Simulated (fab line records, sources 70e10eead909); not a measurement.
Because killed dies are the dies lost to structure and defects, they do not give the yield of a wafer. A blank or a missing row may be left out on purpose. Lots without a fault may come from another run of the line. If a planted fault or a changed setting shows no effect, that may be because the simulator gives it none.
The tool behind it: which one?	flow nand-harc	Sampling: 24 lots, 72 wafers, 6 of 1302 route steps

== WHAT THE GAUGES SHOWED, per wafer ==
NHARC_P_M0_INSPECT_11. Usual: raw-defect-count reads 4.4 (standard deviation 2.5).
lot	measured	on	raw-defect-count	flag
L074	day 6 15:06	defect-inspect-02	6 2 6	
L075	day 6 16:02	defect-inspect-02	4 2 5	
L076	day 6 16:50	defect-inspect-02	4 3 6	
L077	day 7 07:04	defect-inspect-01	5 2 5	
L078	day 7 17:26	defect-inspect-02	10 4 4	
L079	day 8 08:10	defect-inspect-01	2 4 0	
L080	day 8 10:40	defect-inspect-01	4 4 4	
L081	day 9 07:32	defect-inspect-02	7 8 5	
L082	day 9 15:56	defect-inspect-02	2 6 3	
L084	day 9 20:56	defect-inspect-01	1 3 1	
L083	day 9 21:13	defect-inspect-02	9 5 12	
L085	day 10 13:06	defect-inspect-02	5 3 5	
L086	day 10 22:15	defect-inspect-01	3 6 0	
L087	day 12 03:51	defect-inspect-01	3 2 5	
L088	day 12 01:24	defect-inspect-01	8 8 10	
L089	day 12 02:26	defect-inspect-01	3 3 6	
L090	day 12 16:47	defect-inspect-02	5 3 4	
L091	day 13 00:25	defect-inspect-02	4 3 6	
L092	day 13 12:58	defect-inspect-02	5 5 3	
L093	day 13 18:44	defect-inspect-02	3 0 3	
L094	day 14 07:29	defect-inspect-01	5 7 7	
L095	day 14 21:56	defect-inspect-02	9 9 11	
L096	day 15 03:28	defect-inspect-01	6 2 4	
L097	day 15 11:46	defect-inspect-01	1 5 6	

== EACH LOT AND THE TOOL THAT RAN IT (in order: tool; ch and the chambers of the sampled wafers; start) ==
lot	NHARC_P_GATE_DESCUM_31	NHARC_P_GATE_DESCUM_48	NHARC_P_CONTACT_DESCUM_17	NHARC_P_CONTACT_DEGAS_38	NHARC_P_CONTACT_ALD_22
L074	rie-diel-05 ch 0,2,3, day 5 11:31	rie-diel-12 ch 0,1,3, day 5 23:25	rie-diel-13 ch 0,2,3, day 6 11:06	pvd-sputter-02, day 6 12:41	ald-metal-01 ch 1,2,3, day 6 12:56
L075	rie-diel-05 ch 0,3, day 5 15:46	rie-diel-05 ch 0,1,2, day 6 03:35	rie-diel-09 ch 0,1,3, day 6 11:46	pvd-sputter-03, day 6 13:22	ald-metal-03 ch 0,2,3, day 6 13:36
L076	rie-diel-05 ch 0,2, day 5 16:23	rie-diel-12 ch 0,1,2, day 6 04:25	rie-diel-09 ch 0,1,3, day 6 12:40	pvd-sputter-02, day 6 14:14	ald-metal-01 ch 0,1,2, day 6 14:30
L077	rie-diel-12 ch 0,1,3, day 6 06:53	rie-diel-05 ch 1,3, day 6 19:00	rie-diel-13 ch 0,1,2, day 7 03:04	pvd-sputter-03, day 7 04:38	ald-metal-03 ch 0,2, day 7 04:53
L078	rie-diel-12 ch 0,1,2, day 6 16:56	rie-diel-12 ch 0,1,3, day 7 04:53	rie-diel-02 ch 0,1,3, day 7 13:20	pvd-sputter-03, day 7 14:55	ald-metal-03 ch 1,2,3, day 7 15:10
L079	rie-diel-12 ch 0,1,3, day 7 08:10	rie-diel-05 ch 1,2,3, day 7 20:02	rie-diel-02 ch 0,2,3, day 8 04:03	pvd-sputter-02, day 8 05:41	ald-metal-02 ch 1,2,3, day 8 06:02
L080	rie-diel-12 ch 0,1,3, day 7 09:50	rie-diel-05 ch 0,1,3, day 7 21:49	rie-diel-02 ch 0,1,3, day 8 06:34	pvd-sputter-01, day 8 08:09	ald-metal-03 ch 0,1,3, day 8 08:25
L081	rie-diel-07 ch 0,1,2, day 8 05:06	rie-diel-07 ch 0,1,2, day 8 19:16	rie-diel-13 ch 0,1,2, day 9 03:25	pvd-sputter-03, day 9 04:59	ald-metal-01 ch 0,1,2, day 9 05:14
L082	rie-diel-12 ch 0,1,2, day 8 15:14	rie-diel-07 ch 0,1,2, day 9 03:17	rie-diel-09 ch 0,1,3, day 9 11:47	pvd-sputter-01, day 9 13:22	ald-metal-01 ch 0,1,3, day 9 13:39
L084	rie-diel-05 ch 0,2,3, day 8 20:43	rie-diel-12 ch 0,2,3, day 9 08:39	rie-diel-02 ch 1,2, day 9 16:50	pvd-sputter-03, day 9 18:25	ald-metal-02 ch 1,2,3, day 9 18:41
L083	rie-diel-07 ch 0,2,3, day 8 20:51	rie-diel-12 ch 1,2,3, day 9 08:52	rie-diel-09 ch 1,2,3, day 9 17:04	pvd-sputter-01, day 9 18:42	ald-metal-03 ch 1,2,3, day 9 18:56
L085	rie-diel-07 ch 0,2, day 9 13:01	rie-diel-05 ch 0,1,2, day 10 01:04	rie-diel-13 ch 1,2,3, day 10 09:08	pvd-sputter-03, day 10 10:42	ald-metal-03 ch 0,2, day 10 10:57
L086	rie-diel-07 ch 0,3, day 9 22:16	rie-diel-12 ch 1,2,3, day 10 10:13	rie-diel-09 ch 0,1,2, day 10 18:17	pvd-sputter-02, day 10 19:52	ald-metal-02 ch 1,2, day 10 20:07
L087	rie-diel-12 ch 1,2, day 11 01:05	rie-diel-05 ch 1,3, day 11 15:07	rie-diel-09 ch 0,2,3, day 11 23:39	pvd-sputter-02, day 12 01:17	ald-metal-03 ch 0,2, day 12 01:32
L088	rie-diel-05 ch 0,1,3, day 11 01:17	rie-diel-07 ch 1,3, day 11 13:13	rie-diel-09 ch 0,2, day 11 21:17	pvd-sputter-01, day 11 22:52	ald-metal-01 ch 0,1,3, day 11 23:07
L089	rie-diel-07 ch 0,2,3, day 11 01:31	rie-diel-12 ch 0,1,2, day 11 13:32	rie-diel-02 ch 0,1, day 11 22:20	pvd-sputter-03, day 11 23:55	ald-metal-02 ch 0,1, day 12 00:10
L090	rie-diel-12 ch 0,1,3, day 11 16:29	rie-diel-12 ch 0,1,3, day 12 04:23	rie-diel-09 ch 0,2, day 12 12:38	pvd-sputter-03, day 12 14:16	ald-metal-03 ch 1,2,3, day 12 14:31
L091	rie-diel-07 ch 0,1,2, day 12 00:23	rie-diel-07 ch 1,2,3, day 12 12:13	rie-diel-09 ch 0,1,2, day 12 20:28	pvd-sputter-03, day 12 22:03	ald-metal-02 ch 0,1,2, day 12 22:17
L092	rie-diel-07 ch 1,2, day 12 12:38	rie-diel-12 ch 0,2,3, day 13 00:43	rie-diel-09 ch 1,2,3, day 13 08:46	pvd-sputter-02, day 13 10:28	ald-metal-01 ch 0,3, day 13 10:42
L093	rie-diel-05 ch 1,2,3, day 12 18:51	rie-diel-12 ch 1,2, day 13 06:39	rie-diel-09 ch 0,1,3, day 13 14:44	pvd-sputter-01, day 13 16:19	ald-metal-02 ch 0,1,2, day 13 16:34
L094	rie-diel-05 ch 0,2,3, day 13 07:10	rie-diel-07 ch 1,2,3, day 13 19:10	rie-diel-09 ch 1,2,3, day 14 03:22	pvd-sputter-01, day 14 04:57	ald-metal-01 ch 1,2,3, day 14 05:12
L095	rie-diel-12 ch 0,2,3, day 13 22:01	rie-diel-05 ch 1,3, day 14 09:47	rie-diel-09 ch 0,1,3, day 14 17:59	pvd-sputter-03, day 14 19:33	ald-metal-01 ch 2,3, day 14 19:47
L096	rie-diel-05 ch 1,2,3, day 14 03:23	rie-diel-05 ch 1,2, day 14 15:20	rie-diel-09 ch 1,3, day 14 23:16	pvd-sputter-03, day 15 00:57	ald-metal-03 ch 0,2,3, day 15 01:11
L097	rie-diel-05 ch 1,2, day 14 11:28	rie-diel-12 ch 0,1,3, day 14 23:29	rie-diel-09 ch 0,1,2, day 15 07:40	pvd-sputter-01, day 15 09:14	ald-metal-01 ch 2,3, day 15 09:30
- NHARC_P_GATE_DESCUM_31: chemistry O2, time 3 s.
- NHARC_P_GATE_DESCUM_48: chemistry O2, time 3 s.
- NHARC_P_CONTACT_DESCUM_17: chemistry O2, time 3 s.
- NHARC_P_CONTACT_DEGAS_38: time 60 s.
- NHARC_P_CONTACT_ALD_22: deposits TiN, target thk 3 nm, pulse time 1 s, ald cycles 150.

== AS READ BY THE TOOLS THEMSELVES (means over the sampled wafers that have a number; for cases with no such wafer, the mark the record gives instead) ==
NHARC_P_GATE_DESCUM_31. Usual: drypump-motor-current-A 5.8 A, standard deviation 0.52; oes-product-au 0.999 a.u., standard deviation 0.011; rf-vpp-V 58.0 V, standard deviation 0.85; showerhead-plenum-p-Torr 1.94 Torr, standard deviation 0.079; throttle-valve-pct 11.312 %, standard deviation 0.0088.
lot	tool	drypump-motor-current-A (A)	oes-product-au (a.u.)	rf-vpp-V (V)	showerhead-plenum-p-Torr (Torr)	throttle-valve-pct (%)	flag
L074	rie-diel-05	5.8	0.996	58.6	1.94	11.312	
L075	rie-diel-05	6.1	0.999	58.2	1.87	11.315	
L076	rie-diel-05	5.6	0.981	58.6	2.01	11.315	
L077	rie-diel-12	5.7	1.009	58.2	2.00	11.312	
L078	rie-diel-12	5.6	0.993	57.4	1.94	11.312	
L079	rie-diel-12	5.7	0.995	58.9	2.00	11.316	
L080	rie-diel-12	5.7	1.010	58.9	2.00	11.308	
L081	rie-diel-07	5.8	1.005	57.5	1.93	11.319	
L082	rie-diel-12	5.6	0.998	58.4	1.94	11.314	
L084	rie-diel-05	5.8	1.005	57.8	1.94	11.302	
L083	rie-diel-07	6.4	1.008	57.7	1.88	11.309	
L085	rie-diel-07	6.3	1.009	58.2	1.87	11.305	
L086	rie-diel-07	6.5	0.990	57.7	1.87	11.301	
L087	rie-diel-12	5.3	0.998	57.6	1.87	11.316	
L088	rie-diel-05	5.7	0.994	57.8	1.94	11.308	
L089	rie-diel-07	6.4	1.005	57.2	1.88	11.309	
L090	rie-diel-12	5.7	0.997	57.9	2.00	11.309	
L091	rie-diel-07	5.8	1.006	58.4	1.93	11.309	
L092	rie-diel-07	5.3	0.988	57.4	1.99	11.315	
L093	rie-diel-05	5.7	0.997	58.0	1.96	11.310	
L094	rie-diel-05	5.8	0.997	57.5	1.94	11.316	
L095	rie-diel-12	5.8	1.003	57.8	1.96	11.303	
L096	rie-diel-05	5.7	0.993	57.9	1.96	11.316	
L097	rie-diel-05	5.4	1.011	57.7	2.02	11.304	

NHARC_P_GATE_DESCUM_48. Usual: drypump-motor-current-A 5.7 A, standard deviation 0.53; oes-product-au 1.001 a.u., standard deviation 0.011; rf-vpp-V 57.9 V, standard deviation 0.86; showerhead-plenum-p-Torr 1.95 Torr, standard deviation 0.081; throttle-valve-pct 11.311 %, standard deviation 0.0089.
lot	tool	drypump-motor-current-A (A)	oes-product-au (a.u.)	rf-vpp-V (V)	showerhead-plenum-p-Torr (Torr)	throttle-valve-pct (%)	flag
L074	rie-diel-12	5.7	1.000	57.4	2.00	11.308	
L075	rie-diel-05	5.5	0.988	58.3	2.00	11.313	
L076	rie-diel-12	5.5	0.995	58.3	1.94	11.315	
L077	rie-diel-05	5.9	1.011	58.0	1.89	11.309	
L078	rie-diel-12	5.7	1.000	58.3	2.00	11.319	
L079	rie-diel-05	5.7	0.993	58.2	1.96	11.315	
L080	rie-diel-05	5.8	1.001	57.9	1.94	11.310	
L081	rie-diel-07	5.8	1.001	57.4	1.93	11.308	
L082	rie-diel-07	5.9	1.000	57.1	1.93	11.300	
L084	rie-diel-12	5.8	1.005	58.0	1.96	11.307	
L083	rie-diel-12	5.4	1.003	57.4	1.94	11.313	
L085	rie-diel-05	5.5	1.001	58.5	2.00	11.317	
L086	rie-diel-12	5.4	1.003	57.5	1.94	11.302	
L087	rie-diel-05	5.9	1.002	57.9	1.89	11.309	
L088	rie-diel-07	5.5	0.994	58.1	1.98	11.308	
L089	rie-diel-12	5.6	0.998	57.7	1.94	11.316	
L090	rie-diel-12	5.7	0.997	57.8	2.00	11.313	
L091	rie-diel-07	5.9	0.992	58.4	1.94	11.309	
L092	rie-diel-12	5.8	1.003	57.5	1.96	11.310	
L093	rie-diel-12	5.3	1.003	57.7	1.87	11.324	
L094	rie-diel-07	5.9	0.999	56.9	1.94	11.301	
L095	rie-diel-05	5.9	1.001	57.8	1.89	11.312	
L096	rie-diel-05	5.4	1.002	58.0	2.02	11.306	
L097	rie-diel-12	5.7	1.017	57.7	2.00	11.306	

NHARC_P_CONTACT_DESCUM_17. Usual: drypump-motor-current-A 5.7 A, standard deviation 0.48; oes-product-au 1.001 a.u., standard deviation 0.01; rf-vpp-V 58.0 V, standard deviation 0.93; showerhead-plenum-p-Torr 1.95 Torr, standard deviation 0.079; throttle-valve-pct 11.312 %, standard deviation 0.0095.
lot	tool	drypump-motor-current-A (A)	oes-product-au (a.u.)	rf-vpp-V (V)	showerhead-plenum-p-Torr (Torr)	throttle-valve-pct (%)	flag
L074	rie-diel-13	5.6	1.003	58.2	1.95	11.319	
L075	rie-diel-09	6.2	1.004	58.3	1.98	11.311	
L076	rie-diel-09	6.1	1.001	58.5	1.98	11.304	
L077	rie-diel-13	5.4	1.005	57.8	2.00	11.315	
L078	rie-diel-02	5.5	1.006	58.2	1.96	11.309	
L079	rie-diel-02	5.6	1.011	57.8	1.94	11.314	
L080	rie-diel-02	5.5	0.997	58.2	1.96	11.318	
L081	rie-diel-13	5.4	1.008	57.5	2.00	11.317	
L082	rie-diel-09	6.1	0.991	58.0	1.98	11.306	
L084	rie-diel-02	5.5	1.012	57.5	2.02	11.316	
L083	rie-diel-09	5.8	1.006	57.8	1.91	11.305	
L085	rie-diel-13	5.2	1.006	57.5	1.92	11.311	
L086	rie-diel-09	5.8	0.999	57.9	1.95	11.304	
L087	rie-diel-09	5.8	1.006	57.9	1.96	11.301	
L088	rie-diel-09	5.8	1.010	58.8	1.99	11.314	
L089	rie-diel-02	5.4	0.993	58.9	2.01	11.311	
L090	rie-diel-09	5.4	1.008	58.0	1.92	11.305	
L091	rie-diel-09	5.8	0.998	58.7	1.95	11.312	
L092	rie-diel-09	5.8	0.997	58.1	1.91	11.310	
L093	rie-diel-09	6.2	1.007	58.3	1.98	11.317	
L094	rie-diel-09	5.8	0.992	58.3	1.91	11.314	
L095	rie-diel-09	6.2	0.995	58.7	1.98	11.320	
L096	rie-diel-09	6.2	0.995	58.3	1.95	11.320	
L097	rie-diel-09	5.8	0.996	57.9	1.94	11.309	

NHARC_P_CONTACT_DEGAS_38. Usual: heater-power-w reads 478 W (standard deviation 50).
lot	tool	heater-power-w (W)	flag
L074	pvd-sputter-02	470	
L075	pvd-sputter-03	460	
L076	pvd-sputter-02	510	
L077	pvd-sputter-03	466	
L078	pvd-sputter-03	466	
L079	pvd-sputter-02	489	
L080	pvd-sputter-01	439	
L081	pvd-sputter-03	461	
L082	pvd-sputter-01	464	
L084	pvd-sputter-03	496	
L083	pvd-sputter-01	424	
L085	pvd-sputter-03	540	
L086	pvd-sputter-02	449	
L087	pvd-sputter-02	474	
L088	pvd-sputter-01	472	
L089	pvd-sputter-03	465	
L090	pvd-sputter-03	517	
L091	pvd-sputter-03	501	
L092	pvd-sputter-02	478	
L093	pvd-sputter-01	444	
L094	pvd-sputter-01	422	
L095	pvd-sputter-03	513	
L096	pvd-sputter-03	497	
L097	pvd-sputter-01	467	

NHARC_P_CONTACT_ALD_22. Usual: heater-power-w 1082 W, standard deviation 110; precursor-pulse-height-rel 1.001, standard deviation 0.02.
lot	tool	heater-power-w (W)	precursor-pulse-height-rel	flag
L074	ald-metal-01	1113	0.995	
L075	ald-metal-03	1144	1.009	
L076	ald-metal-01	1026	0.999	
L077	ald-metal-03	1127	1.001	
L078	ald-metal-03	1080	0.986	
L079	ald-metal-02	1102	0.991	
L080	ald-metal-03	1091	1.000	
L081	ald-metal-01	1018	0.981	
L082	ald-metal-01	1048	0.998	
L084	ald-metal-02	1129	1.010	
L083	ald-metal-03	1059	1.003	
L085	ald-metal-03	1135	0.995	
L086	ald-metal-02	1152	0.993	
L087	ald-metal-03	1126	1.000	
L088	ald-metal-01	1055	0.999	
L089	ald-metal-02	1055	0.996	
L090	ald-metal-03	1041	1.010	
L091	ald-metal-02	1071	0.994	
L092	ald-metal-01	1070	0.994	
L093	ald-metal-02	1085	0.990	
L094	ald-metal-01	1142	1.018	
L095	ald-metal-01	1200	1.018	
L096	ald-metal-03	1160	0.981	
L097	ald-metal-01	1195	0.998	

== THE ANSWER, worked out from the rows above alone ==
Rule: lot off if the mean of its wafers having a number is beyond 3 standard deviations from the usual mean. Also off: a lot with no number at a reading for which 4 or more lots have one. Where the step has rows for the other lots, those lots are counted as sound. First the gauges in route order, then the tools' own readings, where a lot's mean is used as printed above. At the first step where some lot is off, the reading lying furthest off is the one used; lots without a number count as furthest.
Across all readings shown, no lot is off: no conclusion can be drawn from this.

== WHAT THE SIMULATOR PUT IN ==
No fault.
